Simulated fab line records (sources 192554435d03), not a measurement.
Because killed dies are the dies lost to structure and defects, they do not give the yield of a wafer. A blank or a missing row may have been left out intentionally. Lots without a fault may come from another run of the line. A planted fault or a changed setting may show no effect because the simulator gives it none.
Matching of chambers || flow n5_finfet || N5_BEOL_M0_ALD_136 on ald_metal-03 has 4 sister chambers
The step deposits TaN, pulse time 2 s, purge time 3 s, co reactant purge time 2 s. 14 wafers are shown with their chamber, then 7 later ones without.

## WAFERS PAIRED WITH THEIR CHAMBERS
{"wafer": "L075.2", "chamber": 3, "heater_power_w (W)": 392, "precursor_vessel_temp_c (C)": 74.92, "precursor_vessel_pressure_torr (Torr)": 26.27}
{"wafer": "L075.3", "chamber": 2, "heater_power_w (W)": 389, "precursor_vessel_temp_c (C)": 74.99, "precursor_vessel_pressure_torr (Torr)": 26.23}
{"wafer": "L075.6", "chamber": 3, "heater_power_w (W)": 403, "precursor_vessel_temp_c (C)": 74.82, "precursor_vessel_pressure_torr (Torr)": 26.24}
{"wafer": "L076.2", "chamber": 3, "heater_power_w (W)": 391, "precursor_vessel_temp_c (C)": 74.99, "precursor_vessel_pressure_torr (Torr)": 26.27}
{"wafer": "L076.4", "chamber": 0, "heater_power_w (W)": 387, "precursor_vessel_temp_c (C)": 74.98, "precursor_vessel_pressure_torr (Torr)": 26.28}
{"wafer": "L076.6", "chamber": 2, "heater_power_w (W)": 388, "precursor_vessel_temp_c (C)": 75.02, "precursor_vessel_pressure_torr (Torr)": 26.31}
{"wafer": "L078.2", "chamber": 0, "heater_power_w (W)": 393, "precursor_vessel_temp_c (C)": 74.82, "precursor_vessel_pressure_torr (Torr)": 26.28}
{"wafer": "L078.3", "chamber": 3, "heater_power_w (W)": 400, "precursor_vessel_temp_c (C)": 74.97, "precursor_vessel_pressure_torr (Torr)": 26.23}
{"wafer": "L078.4", "chamber": 1, "heater_power_w (W)": 492, "precursor_vessel_temp_c (C)": 74.91, "precursor_vessel_pressure_torr (Torr)": 26.23}
{"wafer": "L080.2", "chamber": 0, "heater_power_w (W)": 390, "precursor_vessel_temp_c (C)": 75.01, "precursor_vessel_pressure_torr (Torr)": 26.20}
{"wafer": "L080.3", "chamber": 3, "heater_power_w (W)": 391, "precursor_vessel_temp_c (C)": 75.01, "precursor_vessel_pressure_torr (Torr)": 26.18}
{"wafer": "L080.4", "chamber": 0, "heater_power_w (W)": 398, "precursor_vessel_temp_c (C)": 74.89, "precursor_vessel_pressure_torr (Torr)": 26.26}
{"wafer": "L087.2", "chamber": 0, "heater_power_w (W)": 398, "precursor_vessel_temp_c (C)": 74.92, "precursor_vessel_pressure_torr (Torr)": 26.22}
{"wafer": "L087.4", "chamber": 3, "heater_power_w (W)": 402, "precursor_vessel_temp_c (C)": 75.00, "precursor_vessel_pressure_torr (Torr)": 26.23}

SIGNATURES (averages over the wafers above)
{"reading": "heater_power_w", "chamber 0": 393.20, "chamber 1": 492.00, "chamber 2": 388.50, "chamber 3": 396.50, "scatter within a chamber": 5.11}
{"reading": "precursor_vessel_temp_c", "chamber 0": 74.9240, "chamber 1": 74.9100, "chamber 2": 75.0050, "chamber 3": 74.9517, "scatter within a chamber": 0.0699}
{"reading": "precursor_vessel_pressure_torr", "chamber 0": 26.2480, "chamber 1": 26.2300, "chamber 2": 26.2700, "chamber 3": 26.2367, "scatter within a chamber": 0.0374}
Rule: a wafer lies at a distance from a chamber equal to the root of the sum of squares, over the readings, of (its reading less the chamber's mean, divided by the reading's scatter). The wafer belongs to the nearest chamber; if the next one is less than 2 further off, it can't be placed. The scatter: take each reading less its chamber's mean, square it, sum over the shown wafers, divide by the number of wafers less the number of chambers, and take the root.

## WAFERS WHOSE CHAMBER IS MISSING
{"wafer": "L087.6", "heater_power_w (W)": 383, "precursor_vessel_temp_c (C)": 74.94, "precursor_vessel_pressure_torr (Torr)": 26.28}
{"wafer": "L089.1", "heater_power_w (W)": 381, "precursor_vessel_temp_c (C)": 75.03, "precursor_vessel_pressure_torr (Torr)": 26.11}
{"wafer": "L089.2", "heater_power_w (W)": 386, "precursor_vessel_temp_c (C)": 75.13, "precursor_vessel_pressure_torr (Torr)": 26.32}
{"wafer": "L089.3", "heater_power_w (W)": 494, "precursor_vessel_temp_c (C)": 75.19, "precursor_vessel_pressure_torr (Torr)": 26.26}
{"wafer": "L092.2", "heater_power_w (W)": 401, "precursor_vessel_temp_c (C)": 74.91, "precursor_vessel_pressure_torr (Torr)": 26.25}
{"wafer": "L092.4", "heater_power_w (W)": 384, "precursor_vessel_temp_c (C)": 74.87, "precursor_vessel_pressure_torr (Torr)": 26.27}
{"wafer": "L092.6", "heater_power_w (W)": 399, "precursor_vessel_temp_c (C)": 74.99, "precursor_vessel_pressure_torr (Torr)": 26.28}

## WHICH CHAMBER EACH ONE RAN IN
{"wafer": "L087.6", "from the rows above": "can't be placed: 2 or 0 or 3", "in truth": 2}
{"wafer": "L089.1", "from the rows above": "can't be placed: 2 or 0 or 3", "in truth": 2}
{"wafer": "L089.2", "from the rows above": "can't be placed: 2 or 0 or 3", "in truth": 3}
{"wafer": "L089.3", "from the rows above": 1, "in truth": 1}
{"wafer": "L092.2", "from the rows above": "can't be placed: 3 or 0 or 2", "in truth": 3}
{"wafer": "L092.4", "from the rows above": "can't be placed: 0 or 2 or 3", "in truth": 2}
{"wafer": "L092.6", "from the rows above": "can't be placed: 3 or 0 or 2", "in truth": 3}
Correctly placed: 1 of 7. Unplaceable from these rows: 6, with the true chamber sitting among the candidates in 6. Placed wrongly: 0.
